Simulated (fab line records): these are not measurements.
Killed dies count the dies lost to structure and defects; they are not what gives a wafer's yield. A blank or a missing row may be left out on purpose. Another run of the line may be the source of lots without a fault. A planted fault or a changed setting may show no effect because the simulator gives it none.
A single fault, viewed from 2 desks -- flow n5 finfet -- only its own numbers are on each desk; what lay behind them is given at the end

AT THE METROLOGY DESK
What the gauges read, lot by lot, whatever tool the lot ran on: means of the sampled wafers that have a number. A lot is out of limits, marked OUT, if its mean lies more than 4 standard deviations from the usual mean; the brackets give that distance.
Columns: A = trench depth nm at N5_BEOL_M12_OCD_MEAS_35, usual 319 nm; B = M12_THK at N5_BEOL_M12_THK_MEAS_50, usual 324 nm; C = M12_RS at N5_BEOL_M12_RS_MEAS_54, usual 0.0599 ohm/sq
lot,first seen here,A,B,C
L424,day 10 04:00,311,319,0.0613
L425,day 10 15:58,322,328,0.0592
L427,day 10 21:55,321,326,0.0595
L426,day 11 04:09,317,320,0.0603
L430,day 11 11:30,308,315,0.0622
L431,day 12 14:28,311,317,0.0609
L434,day 12 22:34,320,328,0.0594
L439,day 13 21:49,401 (+13) OUT,406 (+12) OUT,0.0494 (-8.8) OUT
L438,day 14 07:25,404 (+14) OUT,408 (+12) OUT,0.0494 (-8.8) OUT
L444,day 15 12:52,490 (+28) OUT,498 (+26) OUT,0.0385 (-18) OUT
This desk finds L438, L439, L444 out of limits, L439 being first, at day 13 21:49 (trench depth nm at N5_BEOL_M12_OCD_MEAS_35). L424, L425, L427, L426, L430, L431, L434: within limits.

DESK OF THE TOOL OWNER: rie diel-04
The tool's own readings at N5_BEOL_M12_TRENCH_ETCH_34 (etches SiOC in C4F8/O2/Ar, target depth 318.95 nm, time 125.5 s): means of the sampled wafers that have a number, for each lot that ran on this tool. A lot is out of limits, marked OUT, if its mean lies more than 4 standard deviations from the usual mean; the brackets give that distance. Shown here are 7 of its 8 readings, the ones lying furthest out on some lot.
Columns: A = O2_flow_sccm at N5_BEOL_M12_TRENCH_ETCH_34, usual 7.999 sccm; B = he outer torr at N5_BEOL_M12_TRENCH_ETCH_34, usual 30.00 Torr; C = oes product au at N5_BEOL_M12_TRENCH_ETCH_34, usual 0.83 a.u.; D = rf fwd power W at N5_BEOL_M12_TRENCH_ETCH_34, usual 2988 W; E = rf vpp V at N5_BEOL_M12_TRENCH_ETCH_34, usual 665 V; F = showerhead plenum p Torr at N5_BEOL_M12_TRENCH_ETCH_34, usual 3.39 Torr; G = throttle valve pct at N5_BEOL_M12_TRENCH_ETCH_34, usual 24.1 %
lot,first seen here,A,B,C,D,E,F,G
L424,day 10 03:50,7.993,30.01,0.85,2989,667,3.49,24.2
L426,day 11 04:00,8.000,30.01,0.77,2987,665,3.38,24.3
L439,day 13 21:40,8.015,29.98,1.01,2994,666,3.46,24.1
L438,day 14 07:15,8.005,29.93,0.90,2978,666,3.40,23.9
L444,day 15 12:42,8.021,30.09,1.19,2988,666,3.43,24.4
Result from this desk: across the 5 lots, nothing is out of limits.

TAKEN TOGETHER
On L438, L439, L444, the metrology desk was in a position to raise an alarm at day 13 21:49.
The desk of the tool owner found nothing out of limits.
On record at the tool owner's desk: L438, L439, L444, within its limits.
N5_BEOL_M12_TRENCH_ETCH_34 was run on rie diel-04 by each of the lots named.

WHAT THE SIMULATOR HAD PUT IN
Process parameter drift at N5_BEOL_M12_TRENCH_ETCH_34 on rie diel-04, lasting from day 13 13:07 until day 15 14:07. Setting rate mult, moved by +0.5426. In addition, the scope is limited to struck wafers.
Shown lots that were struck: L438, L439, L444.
Time in hours between the start of the fault and the first out-of-limits reading at each desk: metrology desk, 9.
